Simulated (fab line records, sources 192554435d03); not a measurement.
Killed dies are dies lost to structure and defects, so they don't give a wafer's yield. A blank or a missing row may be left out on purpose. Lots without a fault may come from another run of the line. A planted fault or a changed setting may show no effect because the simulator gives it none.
fab line records | flow n5_finfet
record lots=4 wafers=12 last_day=17
route steps=1938 shown BEOL_M11@1552 PASSIVATION@1936
lots that met no fault: from a run of the same line without faults
start_h: hours from the record's first day to the start of the lot's first wafer shown | wait_h: hours since the lot's step before | " the same as in the row above | L1.1+2: a row that stands for several wafers | - no value, or no start given | * or withheld: withheld | < > ~ a bound
route shown NAME@n: a module of which the file shows steps, and the number in the route of the first | usual: mean/standard deviation of fault-free wafers | same: alike in all rows | chamber/n: place in a boat | sites: the reading at each site | _std_site: their standard deviation | _edge_site: outer sites' mean less inner sites' | radius_mm: how far each site lies from the wafer's centre | mask NAME#n: copy n | behind: the tool/chamber that last shaped the wafer | hold: why the lot was held/for how many hours/how that ended | device: the transistor (n, p or np) that didn't switch | end of line: the same wafers' tests at the end of the route | a step without rows: its recipe alone | killed: dies lost to structure and defects at the first sort, not the wafer's yield | map: a wafer's dies, x killed, . not, _ none there
set.NAME: the setting as run; set.NAME@STEP: as run at that earlier step | model.NAME: the simulator's own value behind a step, which no gauge read
lots at some steps of the route; a table a step, a row a wafer
services: from which hour (start_h, from the record's first day; less than 0 if before it) a tool's chamber was out of use, for how many hours, and why
## steps
# step N5_BEOL_M11_DESCUM_16
# recipe chemistry=O2 time_s=7.9 source_power_w=50 bias_power_w=20 pressure_mtorr=20 rf_frequency_hz=2.712e+07 temp_c=40 resist=CAR-ArF o2_flow_sccm=225
# step N5_BEOL_M11_ETCH_61
# recipe chemistry=CF4 target=SiARC target_depth_a=390 mask_material=CAR-ArF time_s=65 ion_energy_ev=80 pressure_mtorr=40 source_w=545 bias_w=36 Ar_flow_sccm=100 cf4_flow_sccm=100 ends=cleared
# step N5_BEOL_M11_ETCH_62
# recipe chemistry=N2/H2 target=SOC target_depth_a=1100 overetch_a=220 mask_material=SiARC temp_c=40 time_s=165 ion_energy_ev=200 pressure_mtorr=30 source_w=840 bias_w=150 n2_flow_sccm=200 h2_flow_sccm=200
# step N5_BEOL_M11_STRIP_68
# recipe chemistry=N2/H2 temp_c=40 n2_flow_sccm=200 h2_flow_sccm=200 rf_frequency_hz=6e+07
# step N5_BEOL_M11_STRIP_67
# recipe chemistry=CF4 resist=SiARC power_w=300 bias_power_w=75 pressure_mtorr=50 cf4_flow_sccm=150 rf_frequency_hz=6e+07
# step N5_BEOL_M11_HM_OPEN_17
# recipe chemistry=Cl2/BCl3 target_depth_a=200 overetch_a=60 target=TiN mask_material=SOC ion_energy_ev=150 pressure_mtorr=10 icp_w=1000 bias_w=126 Cl2_flow_sccm=53.25 bcl3_flow_sccm=21.75 Ar_flow_sccm=25
# step N5_BEOL_M11_STRIP_19
# recipe chemistry=O2 power_w=400 temp_c=40 pressure_mtorr=30 rf_frequency_hz=6e+07 bias_power_w=0 overash_fraction=0.2 o2_flow_sccm=225
# step N5_BEOL_M11_COAT_63
# recipe resist=SOC temp_c=250 time_s=60 spin_rpm=1500 resist_thk_nm=100
# step N5_BEOL_M11_COAT_64
# recipe resist=SiARC temp_c=220 time_s=60 spin_rpm=1500 resist_thk_nm=30
# usual dispense_pressure_kPa=45/4.8 plate_temp_C=219.98/0.14 spin_speed_rpm=1500.0/0.9
# columns lot.wafer tool chamber start_h wait_h dispense_pressure_kPa plate_temp_C spin_speed_rpm model.SiARC_of_BEOL_M11_COAT_64.thk_nm
L797.4 litho_track-04 0 243.13 - 41 220.01 1500.3 30.2
L797.5 " 0 " " 41 220.15 1499.7 30
L797.6 " 0 " " 41 220.13 1500.4 30
L811.3 litho_track-04 0 322.87 - 41 220.16 1646.3 28.6
L811.5 " 0 " " 41 219.90 1646.3 28.6
L811.6 " 0 " " 41 220.00 1646.0 28.6
L812.3 litho_track-04 0 339.57 - 41 219.81 1644.3 28.6
L812.5 " 0 " " 41 219.91 1647.1 28.6
L812.6 " 0 " " 41 219.71 1645.7 28.6
L819.1 litho_track-03 0 370.39 - 50 220.08 1500.0 30
L819.2 " 0 " " 50 219.92 1499.0 30.2
L819.4 " 0 " " 50 220.05 1499.4 30.2
# step N5_BEOL_M11_COAT_22
# recipe resist=CAR-ArF spin_rpm=1500 resist_thk_nm=90
# step N5_BEOL_M11_EBR_24
# recipe solvent=PGMEA ebr_width_mm=1.5
# step N5_BEOL_M11_SOFTBAKE_23
# recipe temp_c=110 time_s=60 resist=CAR-ArF
# step N5_BEOL_M11_EXPOSE_25
# recipe mask_id=V10 na=1.35 source_shape=annular sigma_inner=0.5 sigma_outer=0.8 polarization=unpolarized dose_mj=85.5
# step N5_BEOL_M11_PEB_26
# recipe peb_temp_c=withheld peb_time_s=60 resist=CAR-ArF
# step N5_BEOL_M11_DEVELOP_27
# recipe develop_time_s=30 developer=TMAH resist=CAR-ArF rinse_liquid=diw dry=air_spin dev_temp_c=23
# step N5_BEOL_M11_DESCUM_33
# recipe chemistry=O2 time_s=7.9 source_power_w=50 bias_power_w=20 pressure_mtorr=20 rf_frequency_hz=2.712e+07 temp_c=40 resist=CAR-ArF o2_flow_sccm=225
# step N5_BEOL_M11_ETCH_65
# recipe chemistry=CF4 target=SiARC target_depth_a=390 mask_material=CAR-ArF time_s=65 ion_energy_ev=80 pressure_mtorr=40 source_w=545 bias_w=36 Ar_flow_sccm=100 cf4_flow_sccm=100 ends=cleared
# usual drypump_motor_current_A=5.8/0.38 etch_rf_on_time_s=64.4/1.8 oes_product_au=0.68/0.086 rf_vpp_V=183.9/1.2 showerhead_plenum_p_Torr=2.13/0.084 throttle_valve_pct=15.67/0.27
# columns lot.wafer tool chamber start_h wait_h drypump_motor_current_A etch_rf_on_time_s oes_product_au rf_hours_counter_h rf_vpp_V showerhead_plenum_p_Torr throttle_valve_pct model.etch.depth_nm model.CAR-ArF_of_BEOL_M11_COAT_22.thk_nm
L797.4 rie_diel-01 0 243.49 0.0 6.2 65.8 0.60 228 182.4 2.03 15.75 30.1 56
L797.5 " 1 " " 6.1 68.2 0.59 - 183.7 2.11 15.90 30.04 56
L797.6 " 0 " " 6.2 65.0 0.60 - 182.9 2.03 15.75 30.08 55.6
L811.3 rie_diel-06 1 323.93 0.0 5.2 59.1 0.79 14 184.2 2.11 15.15 28.54 56.6
L811.5 " 1 " " 5.2 60.0 0.78 - 182.2 2.11 15.14 28.58 56.8
L811.6 " 0 " " 5.7 62.1 0.62 - 183.9 2.13 15.84 28.53 56.8
L812.3 rie_diel-06 0 340.12 0.0 5.7 62.6 0.61 208 184.8 2.12 15.84 28.58 56.8
L812.5 " 3 " " 6.2 63.1 0.60 - 184.1 2.12 16.09 28.59 57.2
L812.6 " 0 " " 5.7 62.5 0.61 - 182.8 2.12 15.85 28.6 57.2
L819.1 rie_diel-01 1 370.88 0.0 6.1 65.6 0.78 16 184.4 2.10 15.47 30.09 55.6
L819.2 " 2 " " 5.2 63.3 0.71 71 183.1 2.07 15.44 30.11 55.8
L819.4 " 2 " " 5.2 64.0 0.71 - 184.6 2.07 15.45 30.1 55.4
# step N5_BEOL_M11_ETCH_66
# recipe chemistry=N2/H2 target=SOC target_depth_a=1200 overetch_a=240 mask_material=SiARC temp_c=40 time_s=180 ion_energy_ev=200 pressure_mtorr=30 source_w=840 bias_w=150 n2_flow_sccm=200 h2_flow_sccm=200
# usual drypump_motor_current_A=5.8/0.38 oes_product_au=0.64/0.076 rf_vpp_V=523/3.1 showerhead_plenum_p_Torr=2.52/0.1 throttle_valve_pct=17.9/0.32
# columns lot.wafer tool chamber start_h wait_h drypump_motor_current_A oes_product_au rf_hours_counter_h rf_vpp_V showerhead_plenum_p_Torr throttle_valve_pct model.SiARC_of_BEOL_M11_COAT_64.thk_nm
L797.4 rie_diel-01 0 243.54 0.0 6.2 0.57 228 520 2.40 18.1 22.8
L797.5 " 1 " " 6.1 0.57 - 524 2.49 18.1 23.2
L797.6 " 0 " " 6.2 0.57 - 519 2.40 18.1 22.8
L811.3 rie_diel-06 1 323.98 0.0 5.2 0.73 14 519 2.49 17.3 21
L811.5 " 1 " " 5.2 0.73 - 522 2.49 17.3 21
L811.6 " 0 " " 5.6 0.58 - 523 2.53 18.2 21.4
L812.3 rie_diel-06 0 340.17 0.0 5.7 0.59 208 523 2.53 18.2 21.6
L812.5 " 3 " " 6.2 0.58 - 524 2.52 18.4 21.4
L812.6 " 0 " " 5.7 0.58 - 522 2.53 18.2 21.6
L819.1 rie_diel-01 1 370.93 0.0 6.1 0.74 16 523 2.48 17.7 22.8
L819.2 " 2 " " 5.2 0.66 71 521 2.46 17.8 22.4
L819.4 " 2 " " 5.2 0.66 - 521 2.46 17.8 22.4
# step N5_BEOL_M11_STRIP_69
# recipe chemistry=N2/H2 temp_c=40 n2_flow_sccm=200 h2_flow_sccm=200 rf_frequency_hz=6e+07
# step N5_PASSIVATION_PROBE_49
# usual defect_limited_yield=91.4/1.5 killed_at_M0_to_M3=32/9.8 killed_at_M4_up=15/5.6 killed_at_contacts=12/5.4 killed_at_front_end=40/13 killed_at_other=3.0/2.1 killed_dies=102/17 killed_open=67/13 killed_short=32/7.1 sort_bin_5_function=5.1/0.96 sort_bin_6_memory=3.2/0.7 sort_n_pass=1078/18 sort_yield_pct=91.3/1.5
# same gross_dies=1180 killed_at_back_side=0 sort_bin_4_leakage[%]=0 sort_bin_8_speed[%]=0
# columns lot.wafer tool chamber start_h wait_h defect_limited_yield[%] killed_at_M0_to_M3 killed_at_M4_up killed_at_contacts killed_at_front_end killed_at_other killed_dies killed_open killed_short sort_bin_5_function[%] sort_bin_6_memory[%] sort_n_pass sort_yield_pct[%]
L797.4 prober-01 - 288.14 0.2 91.4 34 22 17 27 2 102 63 36 4.9 3.3 1078 91.4
L797.5 prober-01 - 288.19 0.2 91.6 26 23 9 40 1 99 63 35 5.6 2.5 1081 91.6
L797.6 prober-01 - 288.24 0.3 89.4 36 14 6 65 4 125 72 50 6.2 3.9 1055 89.4
# killed by level:class
L797.4 MOL_CONTACT_COAG:geometric_particle:open=13 BEOL_M0_SAQP:geometric_particle:open=11 FIN_SAQP:geometric_particle:short=8 BEOL_M0_SAQP:geometric_particle:short=7 BEOL_M4:geometric_particle:open=7 BEOL_M0:geometric_particle:open=5 BEOL_M4:geometric_particle:short=5 STI_FIN_REVEAL:geometric_particle:open=4
L797.5 BEOL_M4:geometric_particle:open=15 STI_FIN_REVEAL:geometric_particle:open=14 BEOL_M0_SAQP:geometric_particle:short=11 GATE_CUT:geometric_particle:short=6 MOL_CONTACT_COAG:geometric_particle:open=6 BEOL_M3:geometric_particle:open=6 BEOL_M0_SAQP:geometric_particle:open=4 BEOL_M4:geometric_particle:short=4
L797.6 FIN_SAQP:geometric_particle:short=19 STI_FIN_REVEAL:geometric_particle:open=16 BEOL_M0_SAQP:geometric_particle:open=11 FIN_SAQP:geometric_particle:open=8 STI_FIN_REVEAL:geometric_particle:short=7 BEOL_M4:geometric_particle:open=6 ILD0:geometric_particle:short=5 BEOL_M0_SAQP:geometric_particle:short=5
## services
# columns tool chamber start_h hours kind
rie_diel-01 0 249.43 3.8 repair
rie_diel-06 1 259.30 - clean
rie_diel-06 1 259.30 - consumable_replace:focus_ring
rie_diel-06 1 259.30 16.3 scheduled_down
rie_diel-06 1 259.30 16.3 vent_cycle
rie_diel-01 2 265.90 16.8 repair
litho_track-03 - 277.37 - consumable_replace:filter
litho_track-04 - 281.80 - consumable_replace:filter
rie_diel-01 1 303.50 - clean
rie_diel-01 1 303.50 - consumable_replace:focus_ring
rie_diel-01 1 303.50 23.9 scheduled_down
rie_diel-01 1 303.50 23.9 vent_cycle
rie_diel-01 0 327.72 - clean
rie_diel-01 0 327.72 - consumable_replace:focus_ring
rie_diel-01 0 327.72 - consumable_replace:showerhead
rie_diel-01 0 327.72 23.3 scheduled_down
rie_diel-01 0 327.72 23.3 vent_cycle
rie_diel-01 3 354.42 - clean
rie_diel-01 3 354.42 - consumable_replace:focus_ring
rie_diel-01 3 354.42 17.7 scheduled_down
rie_diel-01 3 354.42 17.7 vent_cycle
## key
first_sign step=N5_BEOL_M11_COAT_64 reading=spin_speed_rpm direction=up sigmas=99+ usual=* struck=*
effect none on later readings
model_effect step=N5_BEOL_M11_COAT_64 value=SiARC_of_BEOL_M11_COAT_64.thk_nm without=29.93 struck=28.6
model_effect step=N5_BEOL_M11_ETCH_65 value=etch.depth_nm without=29.92 struck=28.57
model_effect step=N5_BEOL_M11_ETCH_66 value=SiARC_of_BEOL_M11_COAT_64.thk_nm without=22.73 struck=21.33
met_at N5_BEOL_M11_COAT_64
struck_wafers L811.3,L811.5,L811.6,L812.3,L812.5,L812.6
onset_between 243.13 322.87
fault kind=process_parameter_drift tool=litho_track-04 chamber=- onset_h=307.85 steps=N5_BEOL_M11_COAT_64 channel=spin_rpm offset=* shape=step end_h=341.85 acts_in=* stated=*
